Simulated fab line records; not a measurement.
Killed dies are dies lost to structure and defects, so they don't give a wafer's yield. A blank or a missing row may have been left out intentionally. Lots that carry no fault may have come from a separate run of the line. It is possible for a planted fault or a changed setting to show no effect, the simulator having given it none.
fab line records	flow nand-harc
record: lots: 14	wafers: 42	last-day: 33
route steps=1302 shown A_CHANNEL_HOLE_D1@467
lots that met no fault: from a run of the same line without faults
start-h: hours from the record's opening day to when the first of the lot's shown wafers began	wait-h: hours from the lot's prior step to this one	" the same as in the row above	L1.1+2: a single row standing in for several wafers	- no value present, or no start provided	* or withheld: withheld	< > ~ a bound
route shown NAME@n: names a module that has steps shown in the file, with the first one's number in the route	usual: the fault-free wafers' mean and standard deviation	same: alike in all rows	chamber/n: place in a boat	sites: each site's reading	_std_site: standard deviation across them	_edge_site: mean of outer sites minus mean of inner sites	radius-mm: how far each site lies from the wafer's centre	mask NAME#n: copy n	behind: the tool/chamber that last shaped the wafer	hold: cause of the lot's hold/its duration in hours/its outcome	device: names the non-switching transistor (n, p or np)	end of line: the same wafers' tests at the end of the route	a step given without rows: its recipe and nothing more	killed: dies that structure and defects cost at the first sort, which is not the same as the wafer's yield	map: dies across one wafer; x = killed, . = not, _ = none there
set.NAME: the setting as run; set.NAME@STEP: as run at that earlier step	model.NAME: the simulator's own value behind a step, which no gauge read
steps of the route over a sample of lots; a table a step, a row a wafer
services: from which hour (start-h, from the record's first day; less than 0 if before it) a tool's chamber was out of use, for how many hours, and why
== steps ==
step: NHARC_A_CHANNEL_HOLE_D1_ETCH_39
recipe: target-depth-a: 2600	over-etch-frac: 0.3	time-s: 325	ion-energy-ev: 200	n2-flow-sccm: 150	h2-flow-sccm: 150	ar-flow-sccm: 0	rf-w: 400	bias-w: 150	chemistry: N2/H2
usual: drypump-motor-current-A: 5.8/0.49	oes-product-au: 1.003/0.0084	rf-fwd-power-W: 399.2/1.3	rf-vpp-V: 430.6/2.5	run-length-s: 346.2/0.39	showerhead-plenum-p-Torr: 2.04/0.086	throttle-valve-pct: 14.173/0.0081
lot.wafer	tool	chamber	start-h	wait-h	drypump-motor-current-A	oes-product-au	rf-fwd-power-W	rf-hours-counter-h	rf-vpp-V	run-length-s	showerhead-plenum-p-Torr	throttle-valve-pct
L491.1	rie-diel-07	2	-	-	6.7	0.997	398.3	19	430.9	346.1	2.10	14.187
L491.3	"	0	"	"	6.3	1.005	399.1	15	430.8	346.5	2.01	14.162
L491.4	"	1	"	"	5.7	0.994	398.4	15	431.2	345.8	2.07	14.173
L492.4	rie-diel-03	1	-	-	5.9	1.002	398.7	4	430.5	346.7	2.03	14.162
L492.3	"	3	"	"	6.1	1.012	398.8	7	426.5	346.1	1.91	14.170
L492.6	"	0	"	"	5.7	0.999	397.9	-	428.9	346.1	1.99	14.161
L493.2	rie-diel-03	2	-	-	6.3	0.994	398.3	7	434.8	346.2	2.18	14.157
L493.3	"	3	"	"	6.1	1.011	399.0	7	426.3	345.9	1.91	14.172
L493.1	"	0	"	"	5.7	0.998	397.9	8	428.9	346.8	1.99	14.187
L496.3	rie-diel-01	1	-	-	5.1	1.000	399.9	3	427.5	345.3	1.89	14.177
L496.2	"	2	"	"	5.1	0.999	397.3	3	431.7	346.4	2.07	14.173
L496.5	"	1	"	"	5.1	1.000	398.4	-	427.4	345.5	1.89	14.173
L499.1	rie-diel-03	2	-	-	6.3	1.003	399.2	13	435.3	346.0	2.17	14.158
L499.4	"	1	"	"	5.9	1.010	400.5	-	430.3	346.4	2.03	14.171
L499.5	"	3	"	"	6.1	1.012	400.0	-	427.2	346.2	1.90	14.171
L500.4	rie-diel-01	3	-	-	5.1	1.011	401.3	18	433.1	345.5	2.14	14.174
L500.2	"	0	"	"	5.7	1.015	395.9	18	429.5	346.7	1.99	14.170
L500.5	"	2	"	"	5.1	0.994	399.6	-	431.2	346.1	2.07	14.174
L502.2	rie-diel-07	2	-	-	6.7	1.025	397.6	51	431.5	346.0	2.09	14.182
L502.3	"	3	"	"	5.3	1.010	400.7	58	431.4	346.5	2.09	14.172
L502.4	"	0	"	"	6.3	0.999	398.6	54	428.0	346.7	2.00	14.167
L501.1	rie-diel-03	2	290.88	0.2	6.2	1.001	398.3	0	433.3	346.0	2.17	14.167
L501.3	"	1	"	"	5.9	1.001	400.1	-	431.0	346.2	2.03	14.173
L501.4	"	2	"	"	6.3	0.991	399.6	-	432.8	346.0	2.17	14.164
L508.2	rie-diel-07	3	-	-	5.3	1.000	398.0	23	431.3	346.1	2.08	14.183
L508.5	"	2	"	"	6.7	1.022	400.5	-	432.9	346.4	2.08	14.174
L508.6	"	3	"	"	5.4	0.993	400.6	-	431.4	346.3	2.08	14.190
L509.3	rie-diel-07	3	-	-	5.3	1.010	397.2	27	431.6	346.2	2.08	14.167
L509.6	"	0	"	"	6.2	1.009	399.8	-	429.1	346.7	1.99	14.162
L509.5	"	1	"	"	5.7	1.009	397.2	-	431.8	345.6	2.05	14.179
L511.3	rie-diel-07	2	-	-	6.7	1.017	397.7	29	430.5	346.1	2.08	14.169
L511.2	"	3	"	"	5.3	0.996	402.3	32	431.3	346.7	2.08	14.164
L511.1	"	1	"	"	5.7	1.012	398.1	25	431.0	345.4	2.05	14.156
L512.2	rie-diel-03	2	-	-	6.2	0.993	398.4	9	433.8	346.6	2.17	14.182
L512.4	"	0	"	"	5.7	1.002	399.2	4	429.3	346.3	1.99	14.184
L512.5	"	3	"	"	6.1	1.003	401.0	-	427.2	345.8	1.90	14.182
L513.4	rie-diel-01	2	-	-	5.1	0.999	399.8	2	431.3	346.2	2.05	14.161
L513.2	"	3	"	"	5.2	1.006	400.3	2	431.0	345.8	2.13	14.182
L513.5	"	3	"	"	5.1	1.011	399.7	-	435.2	345.8	2.13	14.187
L514.1	rie-diel-03	0	-	-	5.6	0.997	397.8	6	428.6	346.1	1.99	14.161
L514.6	"	0	"	"	5.7	1.004	398.0	-	429.0	346.3	1.99	14.163
L514.5	"	1	"	"	5.9	0.993	398.8	-	430.9	346.3	2.02	14.185
step: NHARC_A_CHANNEL_HOLE_D1_ETCH_24
recipe: bias-v: 5000	source-w: withheld	pressure-mtorr: 20	time-s: 906.2	ar-flow-sccm: 375	c4f8-flow-sccm: 93.8	o2-flow-sccm: 31.2	temp-c: -20	target-depth-a: 15000	chemistry: C4F8/O2/Ar
usual: c4f8-flow-sccm: 93.82/0.25	drypump-motor-current-A: 5.7/0.54	run-length-s: 891.2/0	showerhead-plenum-p-Torr: 3.66/0.045	throttle-valve-pct: 32.236/0.0093
lot.wafer	tool	chamber	start-h	wait-h	c4f8-flow-sccm	drypump-motor-current-A	rf-hours-counter-h	run-length-s	showerhead-plenum-p-Torr	throttle-valve-pct
L491.1	har-etch-02	0	183.87	0.6	93.99	6.3	292	891.2	3.76	32.237
L491.3	"	1	"	"	93.91	5.1	-	891.2	3.70	32.229
L491.4	"	0	"	"	93.59	6.3	-	891.2	3.76	32.233
L492.3	har-etch-02	1	207.82	0.6	94.10	5.1	-	891.2	3.69	32.261
L492.4	"	0	"	"	93.84	6.3	-	891.2	3.76	32.249
L492.6	"	1	"	"	94.46	5.1	-	891.2	3.69	32.235
L493.1	har-etch-02	1	211.72	0.6	93.58	5.1	304	891.2	3.69	32.232
L493.2	"	0	"	"	94.40	6.3	304	891.2	3.76	32.242
L493.3	"	0	"	"	93.55	6.3	-	891.2	3.76	32.249
L496.2	har-etch-01	1	231.33	0.6	94.25	5.2	113	891.2	3.67	32.249
L496.3	"	1	"	"	93.95	5.2	-	891.2	3.67	32.221
L496.5	"	1	"	"	93.83	5.2	-	891.2	3.67	32.248
L499.1	har-etch-01	1	271.64	0.6	93.77	5.2	132	891.2	3.66	32.235
L499.4	"	0	"	"	94.04	6.1	-	891.2	3.64	32.220
L499.5	"	0	"	"	93.50	6.1	-	891.2	3.64	32.241
L500.2	har-etch-02	0	272.43	0.6	93.69	6.3	342	891.2	3.74	32.239
L500.4	"	1	"	"	93.62	5.1	-	891.2	3.67	32.229
L500.5	"	1	"	"	93.95	5.1	-	891.2	3.67	32.236
L502.2	har-etch-02	1	293.41	0.6	93.82	5.2	354	891.2	3.66	32.245
L502.3	"	0	"	"	93.93	6.3	-	891.2	3.73	32.242
L502.4	"	1	"	"	94.03	5.1	-	891.2	3.66	32.246
L501.1	har-etch-01	1	297.79	3.8	94.02	5.1	147	891.2	3.65	32.241
L501.4	"	0	"	"	93.69	6.2	-	891.2	3.63	32.236
L501.3	"	1	"	"	94.03	5.1	-	891.2	3.65	32.238
L508.2	har-etch-02	1	352.02	0.6	93.76	5.1	392	891.2	3.64	32.232
L508.6	"	0	"	"	94.01	6.3	-	891.2	3.71	32.250
L508.5	"	1	"	"	93.68	5.1	-	891.2	3.64	32.222
L509.3	har-etch-01	0	376.29	0.6	93.49	6.1	-	891.2	3.61	32.233
L509.6	"	0	"	"	93.53	6.2	-	891.2	3.61	32.232
L509.5	"	1	"	"	94.25	5.1	-	891.2	3.63	32.237
L511.2	har-etch-01	1	399.62	0.6	93.68	5.1	201	891.2	3.62	32.232
L511.1	"	0	"	"	93.77	6.1	201	891.2	3.60	32.224
L511.3	"	0	"	"	93.57	6.1	-	891.2	3.60	32.254
L512.2	har-etch-01	1	403.77	0.6	94.27	5.1	204	891.2	3.62	32.245
L512.4	"	0	"	"	93.75	6.2	-	891.2	3.60	32.233
L512.5	"	0	"	"	93.89	6.1	-	891.2	3.60	32.238
L513.2	har-etch-02	1	405.11	0.6	94.03	5.1	10	891.2	3.63	32.214
L513.4	"	0	"	"	93.63	6.3	-	891.2	3.70	32.236
L513.5	"	0	"	"	94.05	6.3	-	891.2	3.70	32.234
L514.1	har-etch-01	1	413.94	0.6	94.04	5.2	212	891.2	3.62	32.244
L514.6	"	0	"	"	93.70	6.1	-	891.2	3.59	32.228
L514.5	"	1	"	"	93.89	5.2	-	891.2	3.62	32.229
step: NHARC_A_CHANNEL_HOLE_D1_ETCH_33
recipe: bias-v: 400	source-w: 2000	pressure-mtorr: 25	time-s: 90	ar-flow-sccm: 375	c4f8-flow-sccm: 41.7	o2-flow-sccm: 83.3	temp-c: -20	target-depth-a: 4000	chemistry: C4F8/O2/Ar
usual: c4f8-flow-sccm: 41.69/0.13	drypump-motor-current-A: 5.7/0.54	rf-fwd-power-W: 1987/6.9	run-length-s: 121.20/0.29	showerhead-plenum-p-Torr: 3.71/0.046	throttle-valve-pct: 27.620/0.0089
lot.wafer	tool	chamber	start-h	wait-h	c4f8-flow-sccm	drypump-motor-current-A	rf-fwd-power-W	rf-hours-counter-h	run-length-s	showerhead-plenum-p-Torr	throttle-valve-pct
L491.1	har-etch-02	0	185.60	0.2	41.56	6.3	1989	294	121.04	3.81	27.617
L491.3	"	1	"	"	41.77	5.1	1997	-	121.18	3.74	27.637
L491.4	"	0	"	"	41.74	6.3	1974	-	121.03	3.81	27.614
L492.3	har-etch-02	1	209.46	0.2	41.61	5.1	1988	-	120.88	3.74	27.613
L492.4	"	0	"	"	41.71	6.3	1981	-	121.08	3.81	27.627
L492.6	"	1	"	"	41.53	5.1	1998	-	121.00	3.74	27.623
L493.1	har-etch-02	1	213.56	0.2	41.62	5.1	2006	306	121.61	3.74	27.620
L493.2	"	0	"	"	41.69	6.3	1981	306	120.93	3.80	27.632
L493.3	"	0	"	"	41.52	6.3	1981	-	121.25	3.80	27.614
L496.2	har-etch-01	1	233.19	0.2	41.84	5.2	1987	114	121.40	3.71	27.623
L496.3	"	1	"	"	41.55	5.1	1982	-	121.23	3.71	27.627
L496.5	"	1	"	"	41.79	5.2	1984	-	121.61	3.71	27.617
L499.1	har-etch-01	1	273.40	0.2	41.31	5.2	1984	133	122.03	3.70	27.627
L499.4	"	0	"	"	41.75	6.1	1985	-	121.20	3.68	27.632
L499.5	"	0	"	"	41.67	6.1	1983	-	121.33	3.68	27.606
L500.2	har-etch-02	0	274.27	0.2	41.72	6.3	1984	344	120.91	3.78	27.609
L500.4	"	1	"	"	41.80	5.1	1985	-	121.71	3.71	27.635
L500.5	"	1	"	"	41.78	5.1	1983	-	120.93	3.71	27.622
L502.2	har-etch-02	1	295.15	0.2	41.81	5.1	1989	355	121.46	3.71	27.607
L502.3	"	0	"	"	41.59	6.3	1990	-	121.42	3.77	27.617
L502.4	"	1	"	"	41.79	5.1	1990	-	121.11	3.71	27.639
L501.1	har-etch-01	1	299.55	0.2	41.74	5.1	1980	149	121.61	3.69	27.626
L501.4	"	0	"	"	41.80	6.1	1991	-	121.02	3.67	27.619
L501.3	"	1	"	"	41.89	5.1	1983	-	121.46	3.69	27.620
L508.2	har-etch-02	1	353.78	0.2	41.60	5.1	1994	394	120.78	3.69	27.610
L508.6	"	0	"	"	41.72	6.3	1985	-	120.97	3.75	27.626
L508.5	"	1	"	"	41.76	5.1	1987	-	121.30	3.69	27.621
L509.3	har-etch-01	0	377.93	0.2	41.88	6.2	1982	-	120.81	3.65	27.627
L509.6	"	0	"	"	41.49	6.1	1990	-	121.17	3.65	27.618
L509.5	"	1	"	"	41.85	5.1	1978	-	121.64	3.67	27.637
L511.2	har-etch-01	1	401.46	0.2	41.78	5.1	1975	202	121.22	3.66	27.608
L511.1	"	0	"	"	41.59	6.2	1984	202	121.08	3.64	27.615
L511.3	"	0	"	"	41.91	6.1	1975	-	121.75	3.64	27.631
L512.2	har-etch-01	1	405.62	0.2	41.84	5.1	1990	206	121.30	3.66	27.625
L512.4	"	0	"	"	41.83	6.1	1987	-	121.07	3.64	27.605
L512.5	"	0	"	"	41.80	6.1	1984	-	121.06	3.64	27.613
L513.2	har-etch-02	1	406.87	0.2	41.62	5.1	1996	12	120.92	3.67	27.622
L513.4	"	0	"	"	41.61	6.2	1991	-	120.89	3.74	27.613
L513.5	"	0	"	"	41.56	6.2	1982	-	121.50	3.74	27.631
L514.1	har-etch-01	1	415.71	0.2	41.55	5.2	1982	214	121.27	3.66	27.606
L514.6	"	0	"	"	41.74	6.2	1994	-	120.83	3.63	27.619
L514.5	"	1	"	"	41.70	5.2	1975	-	121.71	3.66	27.608
step: NHARC_A_CHANNEL_HOLE_D1_ETCH_44
recipe: target-depth-a: 1400	overetch-a: 140	time-s: 77	ion-energy-ev: 100	cf4-flow-sccm: 80	o2-flow-sccm: 20	ar-flow-sccm: 0	rf-w: 300	bias-w: 100	chemistry: CF4/O2
usual: drypump-motor-current-A: 5.9/0.39	oes-product-au: 1.002/0.0085	rf-fwd-power-W: 297.8/1.2	rf-vpp-V: 197.7/1.4	run-length-s: 98.2/0.32	showerhead-plenum-p-Torr: 1.33/0.058	throttle-valve-pct: 13.396/0.0091
lot.wafer	tool	chamber	start-h	wait-h	drypump-motor-current-A	oes-product-au	rf-fwd-power-W	rf-hours-counter-h	rf-vpp-V	run-length-s	showerhead-plenum-p-Torr	throttle-valve-pct
L491.3	rie-diel-03	0	186.82	0.5	5.6	1.003	296.9	6	196.0	98.4	1.31	13.385
L491.1	"	2	"	"	6.3	0.994	298.9	5	200.0	98.0	1.42	13.391
L491.4	"	3	"	"	6.1	1.007	298.2	-	196.3	98.0	1.25	13.372
L492.3	rie-diel-03	2	210.14	0.0	6.2	0.991	297.5	8	198.0	98.0	1.42	13.391
L492.4	"	1	"	"	5.9	1.002	296.9	5	196.4	98.7	1.33	13.382
L492.6	"	3	"	"	6.1	1.014	297.1	-	197.1	98.0	1.25	13.394
L493.3	rie-diel-01	3	214.35	0.1	5.1	1.002	297.0	0	200.2	98.1	1.40	13.393
L493.2	"	0	"	"	5.7	0.996	298.1	0	197.3	98.2	1.31	13.398
L493.1	"	2	"	"	5.1	0.992	298.1	0	198.5	98.5	1.36	13.404
L496.3	rie-diel-07	1	233.97	0.1	5.7	1.001	296.5	31	198.4	97.5	1.35	13.394
L496.2	"	0	"	"	6.3	1.007	298.5	32	198.4	98.7	1.31	13.397
L496.5	"	2	"	"	6.7	1.022	295.9	-	198.6	98.0	1.37	13.399
L499.1	rie-diel-03	1	274.16	0.1	5.9	1.009	297.4	11	198.5	98.3	1.33	13.398
L499.5	"	2	"	"	6.2	1.003	299.2	-	199.1	98.7	1.42	13.399
L499.4	"	1	"	"	5.8	1.007	297.6	-	198.5	98.3	1.33	13.394
L500.2	rie-diel-03	3	275.04	0.1	6.1	1.025	300.2	14	196.2	98.0	1.25	13.396
L500.4	"	3	"	"	6.1	1.009	296.7	-	195.7	97.8	1.25	13.401
L500.5	"	2	"	"	6.3	1.013	298.4	-	198.9	98.1	1.42	13.397
L502.3	rie-diel-03	0	295.91	0.1	5.6	1.003	-	0	197.9	90.7	1.30	13.387
L502.2	"	1	"	"	5.8	0.988	298.0	1	196.6	98.2	1.33	13.404
L502.4	"	1	"	"	5.8	0.980	299.0	-	197.0	99.0	1.33	13.403
L501.3	rie-diel-03	2	300.31	0.1	6.2	1.006	299.0	2	200.0	98.0	1.42	13.393
L501.1	"	0	"	"	5.6	1.015	-	1	196.6	90.5	1.30	13.407
L501.4	"	0	"	"	5.6	1.020	-	-	196.6	90.6	1.30	13.387
L508.2	rie-diel-01	3	354.66	0.1	5.1	0.991	297.8	44	198.0	97.5	1.39	13.394
L508.5	"	1	"	"	5.1	0.997	296.2	-	196.4	97.4	1.24	13.402
L508.6	"	2	"	"	5.1	0.980	298.9	-	197.9	98.1	1.35	13.387
L509.3	rie-diel-03	1	378.62	0.0	5.8	0.992	299.2	8	196.8	98.4	1.32	13.387
L509.6	"	1	"	"	5.8	0.993	297.9	-	199.1	98.7	1.32	13.405
L509.5	"	2	"	"	6.3	0.996	299.1	-	199.3	98.6	1.42	13.396
L511.2	rie-diel-03	3	402.21	0.1	6.1	1.004	299.1	5	195.7	98.0	1.25	13.402
L511.3	"	0	"	"	5.7	1.001	296.7	5	196.0	98.2	1.30	13.411
L511.1	"	1	"	"	5.8	0.991	297.5	9	196.7	98.4	1.32	13.411
L512.2	rie-diel-07	2	406.48	0.1	6.6	1.008	297.4	37	196.7	98.1	1.36	13.394
L512.4	"	0	"	"	6.3	0.999	297.6	-	197.2	99.0	1.30	13.398
L512.5	"	2	"	"	6.6	1.005	298.6	-	199.2	98.7	1.36	13.381
L513.4	rie-diel-03	3	407.60	0.1	6.1	0.999	300.0	6	194.4	97.9	1.25	13.405
L513.2	"	0	"	"	5.7	1.015	296.9	5	196.9	98.1	1.30	13.388
L513.5	"	1	"	"	5.8	0.996	298.1	-	197.5	98.4	1.32	13.400
L514.1	rie-diel-03	3	416.45	0.1	6.1	1.008	298.5	8	196.3	98.0	1.25	13.387
L514.6	"	0	"	"	5.6	1.000	298.0	-	198.1	98.3	1.30	13.396
L514.5	"	1	"	"	5.9	0.990	298.5	-	196.8	98.2	1.32	13.410
== services ==
tool	chamber	start-h	hours	kind
rie-diel-03	0	162.30	-	clean
rie-diel-03	1	162.30	-	clean
rie-diel-03	2	162.30	-	clean
rie-diel-03	3	162.30	-	clean
rie-diel-07	2	176.40	1.7	repair
rie-diel-03	1	184.17	8.3	repair
rie-diel-03	0	186.82	-	clean
rie-diel-01	-	204.75	9.0	pm
rie-diel-07	2	207.60	7.9	repair
rie-diel-03	0	215.07	5.7	repair
rie-diel-07	2	255.00	1.6	repair
rie-diel-03	0	258.57	36.1	repair
rie-diel-03	1	265.21	2.0	repair
rie-diel-03	-	281.38	9.0	pm
rie-diel-07	-	294.47	9.0	pm
rie-diel-03	0	304.74	13.8	repair
rie-diel-07	-	316.59	0.5	repair
rie-diel-03	0	323.57	3.2	repair
rie-diel-03	0	333.01	3.2	repair
rie-diel-01	2	357.92	4.0	repair
har-etch-02	-	377.14	17.0	pm
rie-diel-01	-	381.75	9.0	pm
rie-diel-07	1	405.40	4.9	repair
rie-diel-01	3	406.68	5.1	repair
== key ==
first-sign: step: NHARC_A_CHANNEL_HOLE_D1_ETCH_44	reading: run-length-s	direction: down	sigmas: 24	usual: *	struck: *
effect none on later readings
met-at NHARC_A_CHANNEL_HOLE_D1_ETCH_44
struck-lots L501,L502
struck-wafers L501.1,L501.4,L502.3
later-rows-left-out L501.1,L501.4,L502.3
sort-left-out L501.1,L501.4,L502.3
tester-left-out L501,L502
not-acting-at NHARC_A_CHANNEL_HOLE_D1_ETCH_39,NHARC_A_CHANNEL_HOLE_D1_ETCH_24,NHARC_A_CHANNEL_HOLE_D1_ETCH_33
onset-between 186.82 295.91
fault: kind: process-parameter-drift	tool: rie-diel-03	chamber: 0	onset-h: 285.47	steps: NHARC_A_CHANNEL_HOLE_D1_ETCH_44	channel: time-s	offset: *	shape: step	end-h: 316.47	acts-in: *	stated: *
tester-left-out: of these lots the tester's yield and bins aren't shown, on N5 and GAA mostly nor the transistor test; their killed dies are dies lost to structure and defects alone, not to doping, threshold or leakage, so they don't give the yield
sort-left-out: the simulated sort isn't trusted on such a fault, so these wafers' sort isn't shown, and their yield isn't known
later-rows-left-out: the simulator's readings of these wafers behind a module that went badly wrong aren't trusted and aren't shown, but for the sort
